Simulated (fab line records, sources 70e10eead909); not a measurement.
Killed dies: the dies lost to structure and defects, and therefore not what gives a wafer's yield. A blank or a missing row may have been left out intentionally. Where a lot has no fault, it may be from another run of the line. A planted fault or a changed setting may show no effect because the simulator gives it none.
Code-filled problem report in 8D (eight disciplines) form -- flow nand-harc -- the parts of the form that need people (team, actions taken, sign-off) are left out

1. PROBLEM STATEMENT
At NHARC_A_BONDPAD_ETCH_12, rf-fwd-power-W averages 697.6 W over 6 wafers from 2 lots, while fault-free wafers read 497.3 W, standard deviation 1.6. So: +99 or more standard deviations from the usual mean.
The step: etches the open film in CHF3/O2, target depth 220 nm, time 110 s.
Earliest sighting: wafer L450.1 on rie-diel-03 at day 29 12:59. Wafers with a number at this step in the record: 18, from 6 lots. Rule for "out", or "out of limits": more than 4 standard deviations from the usual mean. Any other wafer with a number is counted as sound.

2. WHAT IT IS; WHAT IT IS NOT
question,is,is not
which readings at this step,"rf-fwd-power-W, oes-product-au","drypump-motor-current-A, mfc-ar-sccm, rf-vpp-V, showerhead-plenum-p-Torr"
which lots,"L450, L453","L438, L440, L441, L456"
which wafers of those lots,all that have a number,-
read on which tools,rie-diel-03,rie-diel-05
when,from day 29 12:59,up to then (9 sound wafers); but 3 sound wafers of L456 came after

3. WHAT RULES OUT EACH SUSPECT
Counting: any tool at a process step up to the reading is kept as a suspect provided that every lot that is out went through it and no sound lot did after the first of them.
- rie-diel-03 at NHARC_A_BONDPAD_DESCUM_11 (chemistry O2, time 3 s): kept. All lots that are out passed through it, beginning with L450 at day 29 12:48, and no sound lot followed; its final sound lot before that point was L440 at day 25 15:55.
- rie-diel-03 at NHARC_A_BONDPAD_ETCH_34 (etches the open film in N2/H2, target depth 60 nm, overetch 18 nm, time 65.91 s): kept. All lots that are out passed through it, beginning with L450 at day 29 12:53, and no sound lot followed; its final sound lot before that point was L440 at day 25 15:59.
- rie-diel-03 at NHARC_A_BONDPAD_ETCH_12 (etches the open film in CHF3/O2, target depth 220 nm, time 110 s): kept. All lots that are out passed through it, beginning with L450 at day 29 12:59, and no sound lot followed; its final sound lot before that point was L440 at day 25 16:05. Its own oes-product-au, rf-fwd-power-W readings are out on those wafers.
The count leaves rie-diel-03 at NHARC_A_BONDPAD_DESCUM_11, rie-diel-03 at NHARC_A_BONDPAD_ETCH_34, and rie-diel-03 at NHARC_A_BONDPAD_ETCH_12.

4. THE CAUSE (what the simulator had put in)
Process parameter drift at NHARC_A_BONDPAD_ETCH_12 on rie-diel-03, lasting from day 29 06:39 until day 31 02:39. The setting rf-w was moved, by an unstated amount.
Counting left 3 suspects, and this tool is among them.

5. SEQUENCE OF EFFECTS, ordered by route
Each row: a reading where the mean over the struck wafers with a number is more than 3 standard deviations away from the usual. Only readings for which the record gives a usual standard deviation are gone through. hours: the time from each lot's start at the first step in this table that gives one to its start at this step, as a median over the lots. sigmas: the change in usual standard deviations.
hours,step,reading,usual,on struck wafers,change,sigmas
0,NHARC_A_BONDPAD_ETCH_12,oes-product-au,0.946 a.u.,1.194,+0.248,+10
0,NHARC_A_BONDPAD_ETCH_12,rf-fwd-power-W,497.3 W,697.6,+200.3,+99 or more
It contains these process steps:
- NHARC_A_BONDPAD_ETCH_12: etches the open film in CHF3/O2, target depth 220 nm, time 110 s.
Later steps that measure or inspect, where all struck wafers having a row at the step show a number for every such reading and not one has moved that far: NHARC_A_BONDPAD_CD_MEAS_13, NHARC_END_SORT_01.

6. WHAT WOULD HAVE CAUGHT IT SOONER
In this record the first reading out of limits was taken at day 29 12:59, 6 hours after the fault began at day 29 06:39.
